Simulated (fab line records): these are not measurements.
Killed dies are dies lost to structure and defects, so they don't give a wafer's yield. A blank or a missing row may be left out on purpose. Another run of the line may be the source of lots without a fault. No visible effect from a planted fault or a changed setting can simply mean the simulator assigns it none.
Matching of chambers -- flow nandHarc -- rieDiel-03 running NHARC_P_CONTACT_STRIP_28: 4 sister chambers
The step strips in O2. 14 wafers are shown with their chamber, then 7 later ones without.

== WAFERS, EACH WITH ITS CHAMBER ==
wafer,chamber,showerheadPlenumPTorr (Torr),drypumpMotorCurrentA (A),chamberPressureMTorr (mTorr)
L222.2,3,3.49,5.0,60.01
L222.3,0,3.67,6.1,59.96
L222.6,0,3.67,6.1,60.04
L223.3,0,3.67,6.1,60.03
L223.4,1,3.50,5.9,60.09
L223.5,2,3.42,5.0,59.96
L225.3,0,3.66,6.1,60.01
L225.5,0,3.66,6.1,60.04
L225.6,3,3.49,5.0,60.07
L229.1,3,3.49,5.0,59.94
L229.2,2,3.42,5.1,59.85
L229.6,2,3.42,5.1,59.96
L231.2,1,3.50,5.9,60.09
L231.3,0,3.66,6.1,60.00

SIGNATURES (averages over the wafers above)
reading,chamber 0,chamber 1,chamber 2,chamber 3,scatter within a chamber
showerheadPlenumPTorr,3.6650,3.5000,3.4200,3.4900,0.00387
drypumpMotorCurrentA,6.100,5.900,5.067,5.000,0.0258
chamberPressureMTorr,60.0133,60.0900,59.9233,60.0067,0.0461
Rule: distance of a wafer from a chamber = root of the sum over the readings of ((wafer's reading minus chamber's mean) / reading's scatter) squared. The wafer belongs to the nearest chamber; if the next one is less than 2 further off, it can't be placed. The scatter: the root of (the sum of the squares of (reading less its chamber's mean) over the shown wafers, divided by (wafers less chambers)).

== WAFERS MISSING THEIR CHAMBER ==
wafer,showerheadPlenumPTorr (Torr),drypumpMotorCurrentA (A),chamberPressureMTorr (mTorr)
L231.4,3.42,5.0,59.93
L244.1,3.49,5.8,59.87
L244.2,3.66,6.1,59.91
L244.3,3.42,5.1,59.94
L245.2,3.66,6.1,59.99
L245.3,3.42,5.0,60.01
L245.5,3.66,6.1,60.02

== WHICH CHAMBER EACH WENT THROUGH ==
wafer,from the rows above,in truth
L231.4,2,2
L244.1,1,1
L244.2,0,0
L244.3,2,2
L245.2,0,0
L245.3,2,2
L245.5,0,0
Placed correctly: 7 of 7. Number that these rows cannot place: 0. Placed wrongly: 0.
